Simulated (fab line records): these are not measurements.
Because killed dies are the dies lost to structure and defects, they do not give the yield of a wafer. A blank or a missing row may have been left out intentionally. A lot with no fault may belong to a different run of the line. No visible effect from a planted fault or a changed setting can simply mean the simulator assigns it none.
Split-lot trial ; flow n5 finfet ; 7 lots, 21 wafers read, on a route of 1938 steps

== THE SPLIT ITSELF ==
At N5_BEOL_M5_COAT_05 (resist thk 30 nm), the setting spin rpm was moved away from the recipe's 1500 rpm on 6 of the 21 wafers read, by -9.5% to +10.4%. The other wafers ran this setting at the recipe's value.

== FROM THE SPLIT TO THE READING: what the file shows between them, 4 steps ==
- N5_BEOL_M5_EBR_07
- N5_BEOL_M5_SOFTBAKE_06: time 60 s
- N5_BEOL_M5_EXPOSE_08: exposes mask M5, target cd 28 nm
- N5_BEOL_M5_PEB_09: peb time 60 s

== THE READING ==
CAR-EUV_of_BEOL_M5_COAT_05.thk nm (the simulator's own value, which no gauge read), in nm, at N5_BEOL_M5_DEVELOP_10 (develop time 30 s). The file gives no usual value for it. Average 29.6 nm, standard deviation 0.1 nm, over the 15 wafers here run with the recipe.

wafer;tool, chamber at the split;spin rpm as run, rpm;against the recipe;CAR-EUV_of_BEOL_M5_COAT_05.thk nm, nm;against lot-mates on the recipe
L077.2;litho track-05, 0;1500;recipe;29.8;-
L077.4;litho track-05, 0;1500;recipe;29.6;-
L077.5;litho track-05, 0;1656;+10.4%;28.2;-1.5
L079.1;litho track-05, 0;1500;recipe;29.6;-
L079.5;litho track-05, 0;1500;recipe;29.6;-
L079.6;litho track-05, 0;1358;-9.5%;31;+1.4
L082.1;litho track-04, 0;1500;recipe;29.4;-
L082.2;litho track-04, 0;1500;recipe;29.4;-
L082.5;litho track-04, 0;1500;recipe;29.6;-
L085.1;litho track-04, 0;1500;recipe;29.6;-
L085.5;litho track-04, 0;1378;-8.1%;30.8;+1.2
L085.6;litho track-04, 0;1378;-8.1%;30.8;+1.2
L089.1;litho track-04, 0;1500;recipe;29.6;-
L089.2;litho track-04, 0;1500;recipe;29.6;-
L089.6;litho track-04, 0;1500;recipe;29.6;-
L093.4;litho track-05, 0;1593;+6.2%;28.6;-0.9
L093.5;litho track-05, 0;1500;recipe;29.6;-
L093.6;litho track-05, 0;1500;recipe;29.4;-
L095.1;litho track-01, 0;1634;+8.9%;28.2;-1.4
L095.2;litho track-01, 0;1500;recipe;29.6;-
L095.4;litho track-01, 0;1500;recipe;29.6;-

THE FIT
A straight line over all 21 wafers: CAR-EUV_of_BEOL_M5_COAT_05.thk nm changes by -0.147 nm for each +1% of spin rpm; r = -0.99; the points scatter about the line by 0.098 nm.
The same after taking each lot's own level away (the mean of its wafers on the recipe; 21 wafers): -0.148 nm for each +1%; r = -1.00; scatter 0.063 nm.
Per that fit: largest spin rpm move, reading shift of 1.5 nm.
Measured against the standard deviation above, the lots' own levels, which go from 29.47 to 29.70 nm, span 2.3 times it.
The two slopes agree, so the slope changes little with the lot-to-lot level.
Check: with one of the wafers moved furthest among these (+10.4%) left out of the fit, the line predicts -1.56 nm for it against its lot-mates. Against them it came out at -1.5 nm.

== THESE WAFERS: OTHER SPLITS ==
These wafers also went through other splits before the reading. Each is held against what the fit with the lots' levels taken away leaves over:
other split on the same wafers;wafers away from the commonest value;r with CAR-EUV_of_BEOL_M5_COAT_05.thk nm (lot level and that fit taken away)
N5_BEOL_M3_COAT_76 spin rpm;8;-0.01
N5_BEOL_M3_TRENCH_ETCH_37 time s;7;-0.08
N5_BEOL_M4_COAT_05 spin rpm;5;+0.22
N5_BEOL_M5_COAT_60 spin rpm;4;-0.20

== THE WHOLE CHAIN: every reading that the file lists as answering this split, in the file's order ==
step;what it does;reading;change (the file's fit);r (the file's)
N5_BEOL_M5_COAT_05;resist thk 30 nm;CAR-EUV_of_BEOL_M5_COAT_05.thk nm (the simulator's own value, which no gauge read);-0.145 nm for each +1% of the setting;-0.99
N5_BEOL_M5_DEVELOP_10;develop time 30 s;CAR-EUV_of_BEOL_M5_COAT_05.thk nm (the simulator's own value, which no gauge read);-0.148 nm for each +1% of the setting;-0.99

== FILE'S OWN FIT ==
CAR-EUV_of_BEOL_M5_COAT_05.thk nm changes by -0.148 nm for each +1% of spin rpm, r = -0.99.
